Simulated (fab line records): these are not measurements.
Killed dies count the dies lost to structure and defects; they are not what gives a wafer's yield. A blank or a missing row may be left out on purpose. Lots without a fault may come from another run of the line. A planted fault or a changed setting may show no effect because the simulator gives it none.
Struck lot and sound lot, side by side / flow n5Finfet / 14 out of 1938 route steps
Sound: the wafers L518.4, L518.5, L518.6. The struck wafers were L509.1, L509.2, L509.5. The cause comes at the end.
Per side, at each step with rows, come the tool, then ch with its chambers, and then its first start. Under that, the readings that differ: sound wafers / struck wafers / difference of the means / sigmas: that difference in standard deviations of wafers without a fault.
alike: readings whose means differ by less than 2 such deviations, and words and numbers that are the same on both sides. not compared: withheld readings, readings that some wafer has no value for, bounds like >300 that may hide the same value, and numbers for which the record gives no deviation and whose values overlap.
The two part at a step that has a row with sigmas, a row that says differs or no value, or rows on one side only. Numbers that don't overlap but have no deviation are shown without sigmas and don't part them. Lack of a reading on every wafer of one side parts them only where that side has two or more wafers.

first, 1 step without rows for these wafers: N5_DUMMY_GATE_SRD_47 (dry time 32 s).
N5_DUMMY_GATE_CMP_04: polishes a-Si.
  sound on cmp-02 ch 0,1,3, day 7 23:16; struck on cmp-01 ch 0,1,3, day 5 18:08
  alike: motorCurrentA, timeToEndpointS
N5_DUMMY_GATE_THK_MEAS_05:
  sound on filmMetro-02 at day 7 23:25; struck on filmMetro-02 at day 5 18:23
  alike: thkNm
then, 9 steps without rows for these wafers: N5_DUMMY_GATE_HM_DEP_06 (deposits SiNx from DCS/NH3, target thk 80 nm, time 5141 s); N5_DUMMY_GATE_PECVD_30 (deposits SiO2 from TEOS/O2, target thk 55 nm, time 10.8 s); N5_DUMMY_GATE_COAT_34 (time 60 s, resist thk 60 nm); N5_DUMMY_GATE_COAT_35 (time 60 s, resist thk 10 nm); N5_DUMMY_GATE_COAT_28 (time 60 s, resist thk 10 nm); N5_DUMMY_GATE_COAT_09 (resist thk 30 nm); N5_DUMMY_GATE_EBR_11; N5_DUMMY_GATE_SOFTBAKE_10 (time 60 s); N5_DUMMY_GATE_EXPOSE_12 (exposes mask GATE, target cd 25 nm).
N5_DUMMY_GATE_PEB_13: peb time 60 s.
  sound on lithoTrack-03 ch 0, day 8 03:39; struck on lithoTrack-03, day 5 22:37
  no value came back on the struck wafers for chillPlateTempC (C), exhaustPa (Pa); on the sound wafers chillPlateTempC (C) reads 22.96 23.07 22.99
then, 1 step without rows for these wafers: N5_DUMMY_GATE_DEVELOP_14 (develop time 30 s).

## WHERE THEY PART
Only at N5_DUMMY_GATE_PEB_13, within this record.

WHY: whatever the simulator had introduced
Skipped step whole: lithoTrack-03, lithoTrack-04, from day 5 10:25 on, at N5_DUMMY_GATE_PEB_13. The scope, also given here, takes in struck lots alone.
